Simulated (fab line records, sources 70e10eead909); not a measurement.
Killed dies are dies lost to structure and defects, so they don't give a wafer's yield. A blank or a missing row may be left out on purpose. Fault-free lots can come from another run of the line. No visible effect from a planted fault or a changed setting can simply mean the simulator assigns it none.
fab line records | flow nandHarc
record: lots: 6 | wafers: 18 | lastDay: 33
route steps=1302 shown A_ONON_D2@550
lots with no fault: from the same line, run without faults
startH: start of the lot's first displayed wafer, in hours after the record's first day | waitH: hours elapsed since this lot's preceding step | " unchanged from the row above | L1.1+2: a single row standing in for several wafers | - no value, or no start was given | * or withheld: withheld | < > ~ a bound
route shown NAME@n: a module of which the file shows steps, and the number in the route of the first | usual: mean and standard deviation over wafers with no fault | same: alike in all rows | chamber/n: place in a boat | sites: the reading at each site | _std_site: standard deviation of those values | _edge_site: outer sites' mean less inner sites' | radiusMm: for every site, how far away it sits from the centre of the wafer | mask NAME#n: copy n | behind: tool/chamber where the wafer was last shaped | hold: the reason the lot was held/the length of the hold in hours/how it ended | device: names the non-switching transistor (n, p or np) | end of line: the route-end tests of the same wafers | a step given without rows: its recipe and nothing more | killed: at the first sort, the dies lost to defects and structure; wafer yield is something else | map: dies across one wafer; x = killed, . = not, _ = none there
set.NAME: the setting the step ran with; set.NAME@STEP: the setting that earlier step ran with | model.NAME: the simulator's own value behind a step, which no gauge read
a table for each step, a row for each wafer; lots at some steps of the route
services: when a tool's chamber went out of use (startH, in hours from the record's first day, below 0 if earlier), for how many hours, and the reason
== steps ==
step: NHARC_A_ONON_D2_THK_MEAS_08
recipe: thkMeasGauge: ellipsometry
usual: thkNm: 1003/11
lot.wafer | tool         | chamber | startH | waitH | thkNm
L398.2    | filmMetro-01 | -       | 304.08 | -     | 987
L398.3    | "            | -       | "      | "     | 987
L398.6    | "            | -       | "      | "     | 987
L400.1    | filmMetro-01 | -       | 330.34 | -     | 1028
L400.4    | "            | -       | "      | "     | 1026
L400.6    | "            | -       | "      | "     | 1031
L413.1    | filmMetro-02 | -       | 460.75 | -     | 998
L413.3    | "            | -       | "      | "     | 998
L413.5    | "            | -       | "      | "     | 999
L415.1    | filmMetro-02 | -       | 483.84 | -     | 997
L415.3    | "            | -       | "      | "     | 996
L415.4    | "            | -       | "      | "     | 993
L417.2    | filmMetro-02 | -       | 492.16 | -     | 1001
L417.3    | "            | -       | "      | "     | 999
L417.4    | "            | -       | "      | "     | 1000
L418.3    | filmMetro-01 | -       | 501.71 | -     | 1001
L418.4    | "            | -       | "      | "     | 1000
L418.5    | "            | -       | "      | "     | 1000
step: NHARC_A_ONON_D2_DEP_09
recipe: targetThkA: 10000 | n2FlowSccm: 2750 | n2oFlowSccm: 2000 | nh3FlowSccm: 500 | sih4FlowSccm: 210 | tempC: 400
step: NHARC_A_ONON_D2_THK_MEAS_11
recipe: thkMeasGauge: ellipsometry
usual: thkNm: 1001/10
lot.wafer | tool         | chamber | startH | waitH | thkNm
L398.2    | filmMetro-01 | -       | 304.65 | -     | 1002
L398.3    | "            | -       | "      | "     | 1004
L398.6    | "            | -       | "      | "     | 1005
L400.1    | filmMetro-02 | -       | 330.90 | -     | 999
L400.4    | "            | -       | "      | "     | 999
L400.6    | "            | -       | "      | "     | 998
L413.1    | filmMetro-01 | -       | 461.31 | -     | 1025
L413.3    | "            | -       | "      | "     | 1024
L413.5    | "            | -       | "      | "     | 1025
L415.1    | filmMetro-01 | -       | 484.41 | -     | 996
L415.3    | "            | -       | "      | "     | 998
L415.4    | "            | -       | "      | "     | 998
L417.2    | filmMetro-01 | -       | 492.73 | -     | 997
L417.3    | "            | -       | "      | "     | 996
L417.4    | "            | -       | "      | "     | 994
L418.3    | filmMetro-01 | -       | 502.31 | -     | 993
L418.4    | "            | -       | "      | "     | 991
L418.5    | "            | -       | "      | "     | 991
step: NHARC_A_ONON_D2_DEP_12
recipe: targetThkA: 10000 | n2FlowSccm: 2750 | n2oFlowSccm: 2000 | nh3FlowSccm: 500 | sih4FlowSccm: 210 | tempC: 400
step: NHARC_A_ONON_D2_THK_MEAS_14
recipe: thkMeasGauge: ellipsometry
usual: thkNm: 998/13
lot.wafer | tool         | chamber | startH | waitH | thkNm
L398.2    | filmMetro-01 | -       | 305.21 | -     | 993
L398.3    | "            | -       | "      | "     | 990
L398.6    | "            | -       | "      | "     | 991
L400.1    | filmMetro-01 | -       | 331.48 | -     | 1006
L400.4    | "            | -       | "      | "     | 1007
L400.6    | "            | -       | "      | "     | 1005
L413.1    | filmMetro-02 | -       | 461.88 | -     | 975
L413.3    | "            | -       | "      | "     | 975
L413.5    | "            | -       | "      | "     | 975
L415.1    | filmMetro-01 | -       | 484.97 | -     | 986
L415.3    | "            | -       | "      | "     | 988
L415.4    | "            | -       | "      | "     | 988
L417.2    | filmMetro-02 | -       | 493.29 | -     | 1014
L417.3    | "            | -       | "      | "     | 1015
L417.4    | "            | -       | "      | "     | 1012
L418.3    | filmMetro-02 | -       | 502.88 | -     | 996
L418.4    | "            | -       | "      | "     | 996
L418.5    | "            | -       | "      | "     | 997
step: NHARC_A_ONON_D2_ANNEAL_15
recipe: tempC: 750 | timeS: 3600
step: NHARC_A_ONON_D2_DEP_16
recipe: targetThkA: 10000 | n2FlowSccm: 2750 | n2oFlowSccm: 2000 | nh3FlowSccm: 500 | sih4FlowSccm: 210 | tempC: 400
step: NHARC_A_ONON_D2_THK_MEAS_18
recipe: thkMeasGauge: ellipsometry
usual: thkNm: 1003/9.4
lot.wafer | tool         | chamber | startH | waitH | thkNm
L398.2    | filmMetro-01 | -       | 312.57 | -     | 1024
L398.3    | "            | -       | "      | "     | 1026
L398.6    | "            | -       | "      | "     | 1025
L400.1    | filmMetro-02 | -       | 338.89 | -     | 999
L400.4    | "            | -       | "      | "     | 998
L400.6    | "            | -       | "      | "     | 998
L413.1    | filmMetro-02 | -       | 469.24 | -     | 1007
L413.3    | "            | -       | "      | "     | 1006
L413.5    | "            | -       | "      | "     | 1006
L415.1    | filmMetro-02 | -       | 495.01 | -     | 981
L415.3    | "            | -       | "      | "     | 982
L415.4    | "            | -       | "      | "     | 982
L417.2    | filmMetro-02 | -       | 500.90 | -     | 1012
L417.3    | "            | -       | "      | "     | 1012
L417.4    | "            | -       | "      | "     | 1012
L418.3    | filmMetro-01 | -       | 514.73 | -     | 1009
L418.4    | "            | -       | "      | "     | 1011
L418.5    | "            | -       | "      | "     | 1008
step: NHARC_A_ONON_D2_DEP_19
recipe: targetThkA: 10000 | n2FlowSccm: 2750 | n2oFlowSccm: 2000 | nh3FlowSccm: 500 | sih4FlowSccm: 210 | tempC: 400
step: NHARC_A_ONON_D2_THK_MEAS_21
recipe: thkMeasGauge: ellipsometry
usual: thkNm: 1000/10
lot.wafer | tool         | chamber | startH | waitH | thkNm
L398.2    | filmMetro-02 | -       | 313.13 | -     | 1003
L398.3    | "            | -       | "      | "     | 1000
L398.6    | "            | -       | "      | "     | 1000
L400.1    | filmMetro-02 | -       | 339.46 | -     | 1003
L400.4    | "            | -       | "      | "     | 1003
L400.6    | "            | -       | "      | "     | 1003
L413.1    | filmMetro-02 | -       | 469.80 | -     | 1005
L413.3    | "            | -       | "      | "     | 1004
L413.5    | "            | -       | "      | "     | 1003
L415.1    | filmMetro-01 | -       | 495.58 | -     | 1011
L415.3    | "            | -       | "      | "     | 1014
L415.4    | "            | -       | "      | "     | 1012
L417.2    | filmMetro-02 | -       | 501.60 | -     | 1016
L417.3    | "            | -       | "      | "     | 1017
L417.4    | "            | -       | "      | "     | 1015
L418.3    | filmMetro-01 | -       | 515.29 | -     | 1011
L418.4    | "            | -       | "      | "     | 1010
L418.5    | "            | -       | "      | "     | 1010
step: NHARC_A_ONON_D2_DEP_22
recipe: targetThkA: 10000 | n2FlowSccm: 2750 | n2oFlowSccm: 2000 | nh3FlowSccm: 500 | sih4FlowSccm: 210 | tempC: 400
step: NHARC_A_ONON_D2_THK_MEAS_24
recipe: thkMeasGauge: ellipsometry
usual: thkNm: 1001/8.7
lot.wafer | tool         | chamber | startH | waitH | thkNm
L398.2    | filmMetro-02 | -       | 313.70 | -     | 1009
L398.3    | "            | -       | "      | "     | 1011
L398.6    | "            | -       | "      | "     | 1011
L400.1    | filmMetro-01 | -       | 340.03 | -     | 997
L400.4    | "            | -       | "      | "     | 997
L400.6    | "            | -       | "      | "     | 997
L413.1    | filmMetro-02 | -       | 470.37 | -     | 1000
L413.3    | "            | -       | "      | "     | 1000
L413.5    | "            | -       | "      | "     | 1000
L415.1    | filmMetro-02 | -       | 496.15 | -     | 999
L415.3    | "            | -       | "      | "     | 999
L415.4    | "            | -       | "      | "     | 999
L417.2    | filmMetro-02 | -       | 502.17 | -     | 999
L417.3    | "            | -       | "      | "     | 1000
L417.4    | "            | -       | "      | "     | 1000
L418.3    | filmMetro-01 | -       | 515.85 | -     | 997
L418.4    | "            | -       | "      | "     | 998
L418.5    | "            | -       | "      | "     | 995
step: NHARC_A_ONON_D2_DEP_25
recipe: targetThkA: 10000 | n2FlowSccm: 2750 | n2oFlowSccm: 2000 | nh3FlowSccm: 500 | sih4FlowSccm: 210 | tempC: 400
usual: susceptorTempC: 399.99/0.22
lot.wafer | tool         | chamber | startH | waitH | susceptorTempC
L398.2    | pecvdOnon-03 | 0       | 313.82 | 0.1   | 399.72
L398.3    | "            | 0       | "      | "     | 400.06
L398.6    | "            | 0       | "      | "     | 400.25
L400.1    | pecvdOnon-04 | 0       | 340.09 | 0.1   | 400.08
L400.4    | "            | 0       | "      | "     | 399.97
L400.6    | "            | 0       | "      | "     | 400.17
L413.1    | pecvdOnon-03 | 0       | 470.42 | 0.1   | 400.24
L413.3    | "            | 0       | "      | "     | 400.10
L413.5    | "            | 0       | "      | "     | 400.28
L415.1    | pecvdOnon-03 | 0       | 496.21 | 0.1   | 399.97
L415.3    | "            | 0       | "      | "     | 399.99
L415.4    | "            | 0       | "      | "     | 400.01
L417.2    | pecvdOnon-03 | 0       | 502.28 | 0.1   | 400.25
L417.3    | "            | 0       | "      | "     | 400.17
L417.4    | "            | 0       | "      | "     | 399.95
L418.3    | pecvdOnon-02 | 0       | 516.03 | 0.2   | 399.90
L418.4    | "            | 0       | "      | "     | 399.39
L418.5    | "            | 0       | "      | "     | 399.91
step: NHARC_A_ONON_D2_THK_MEAS_27
recipe: thkMeasGauge: ellipsometry
usual: thkNm: 997/9.4
lot.wafer | tool         | chamber | startH | waitH | thkNm
L398.2    | filmMetro-01 | -       | 314.27 | -     | 999
L398.3    | "            | -       | "      | "     | 1001
L398.6    | "            | -       | "      | "     | 1001
L400.1    | filmMetro-02 | -       | 340.60 | -     | 990
L400.4    | "            | -       | "      | "     | 989
L400.6    | "            | -       | "      | "     | 989
L413.1    | filmMetro-02 | -       | 470.94 | -     | 1003
L413.3    | "            | -       | "      | "     | 1006
L413.5    | "            | -       | "      | "     | 1004
L415.1    | filmMetro-01 | -       | 496.72 | -     | 948
L415.3    | "            | -       | "      | "     | 944
L415.4    | "            | -       | "      | "     | 947
L417.2    | filmMetro-01 | -       | 502.73 | -     | 946
L417.3    | "            | -       | "      | "     | 946
L417.4    | "            | -       | "      | "     | 944
L418.3    | filmMetro-01 | -       | 516.42 | -     | 985
L418.4    | "            | -       | "      | "     | 986
L418.5    | "            | -       | "      | "     | 986
step: NHARC_A_ONON_D2_DEP_28
recipe: targetThkA: 10000 | n2FlowSccm: 2750 | n2oFlowSccm: 2000 | nh3FlowSccm: 500 | sih4FlowSccm: 210 | tempC: 400
== services ==
tool         | chamber | startH | hours | kind
pecvdOnon-04 | -       | 311.54 | 13.0  | pm
pecvdOnon-02 | -       | 366.16 | 13.0  | pm
pecvdOnon-03 | -       | 408.00 | 13.0  | pm
pecvdOnon-04 | -       | 492.54 | 13.0  | pm
== key ==
firstSign: step: NHARC_A_ONON_D2_THK_MEAS_27 | reading: thkNm | direction: down | sigmas: 5.5 | usual: 997 | struck: 946
effect none on later readings
metAt NHARC_A_ONON_D2_DEP_25
struckWafers L415.1,L415.3,L415.4,L417.2,L417.3,L417.4
laterRowsLeftOut L415.1,L415.3,L415.4,L417.2,L417.3,L417.4
sortLeftOut L415.1,L415.3,L415.4,L417.2,L417.3,L417.4
testerLeftOut L415,L417
onsetBetween 470.42 496.21
fault: kind: processParameterDrift | tool: pecvdOnon-03 | chamber: - | onsetH: 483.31 | steps: NHARC_A_ONON_D2_DEP_25 | channel: targetThkA | offset: * | shape: step | endH: 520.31 | actsIn: * | stated: *
testerLeftOut: of these lots the tester's yield and bins aren't shown, on N5 and GAA mostly nor the transistor test; their killed dies are dies lost to structure and defects alone, not to doping, threshold or leakage, so they don't give the yield
sortLeftOut: the simulated sort isn't trusted on such a fault, so these wafers' sort isn't shown, and their yield isn't known
laterRowsLeftOut: the simulator's readings of these wafers behind a module that went badly wrong aren't trusted and aren't shown, but for the sort
